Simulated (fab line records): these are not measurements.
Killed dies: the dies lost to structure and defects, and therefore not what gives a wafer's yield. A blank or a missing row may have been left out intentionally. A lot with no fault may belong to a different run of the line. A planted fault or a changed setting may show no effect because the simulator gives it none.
Matching of chambers || flow nand_harc || NHARC_A_WL_FILL_ALD_02 on ald_metal-04 has 3 sister chambers
The step deposits TiN, target thk 2 nm, pulse time 3 s, ald cycles 100. 6 wafers are shown with their chamber, then 6 later ones without.

## EACH WAFER AND ITS CHAMBER
{"wafer": "L082.5", "chamber": 1, "heater_power_w (W)": 1272, "precursor_pulse_height_rel": 0.999}
{"wafer": "L086.1", "chamber": 0, "heater_power_w (W)": 1053, "precursor_pulse_height_rel": 1.015}
{"wafer": "L086.2", "chamber": 3, "heater_power_w (W)": 993, "precursor_pulse_height_rel": 0.968}
{"wafer": "L086.4", "chamber": 1, "heater_power_w (W)": 1266, "precursor_pulse_height_rel": 0.995}
{"wafer": "L094.1", "chamber": 0, "heater_power_w (W)": 1064, "precursor_pulse_height_rel": 0.990}
{"wafer": "L094.2", "chamber": 3, "heater_power_w (W)": 1011, "precursor_pulse_height_rel": 1.010}

## WAFERS WHOSE CHAMBER IS MISSING
{"wafer": "L094.4", "heater_power_w (W)": 1266, "precursor_pulse_height_rel": 0.999}
{"wafer": "L094.5", "heater_power_w (W)": 1031, "precursor_pulse_height_rel": 0.982}
{"wafer": "L094.6", "heater_power_w (W)": 1027, "precursor_pulse_height_rel": 0.982}
{"wafer": "L096.2", "heater_power_w (W)": 1245, "precursor_pulse_height_rel": 1.018}
{"wafer": "L096.5", "heater_power_w (W)": 1028, "precursor_pulse_height_rel": 1.007}
{"wafer": "L096.6", "heater_power_w (W)": 1029, "precursor_pulse_height_rel": 1.020}

## WHICH CHAMBER EACH ONE RAN IN
{"wafer": "L094.4", "from the rows above": 1, "in truth": 1}
{"wafer": "L094.5", "from the rows above": "can't be placed: 0 or 3", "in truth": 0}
{"wafer": "L094.6", "from the rows above": "can't be placed: 3 or 0", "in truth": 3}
{"wafer": "L096.2", "from the rows above": 1, "in truth": 1}
{"wafer": "L096.5", "from the rows above": "can't be placed: 3 or 0", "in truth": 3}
{"wafer": "L096.6", "from the rows above": "can't be placed: 3 or 0", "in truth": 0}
Correct placement for 2 of the 6. Cannot be placed on the basis of these rows: 4; the candidates contain the true chamber in 4. Wrongly placed: 0.
How it was worked out, from the rows above alone: a wafer's distance from a chamber is the root of the sum, over the readings, of the square of ((its reading less the chamber's mean) divided by the reading's scatter). If the next closest chamber is less than 2 further off than the closest, the wafer can't be placed; otherwise it belongs to the closest. The mean given for a chamber averages the wafers shown for that chamber. The scatter: take each reading less its chamber's mean, square it, sum over the shown wafers, divide by the number of wafers less the number of chambers, and take the root.
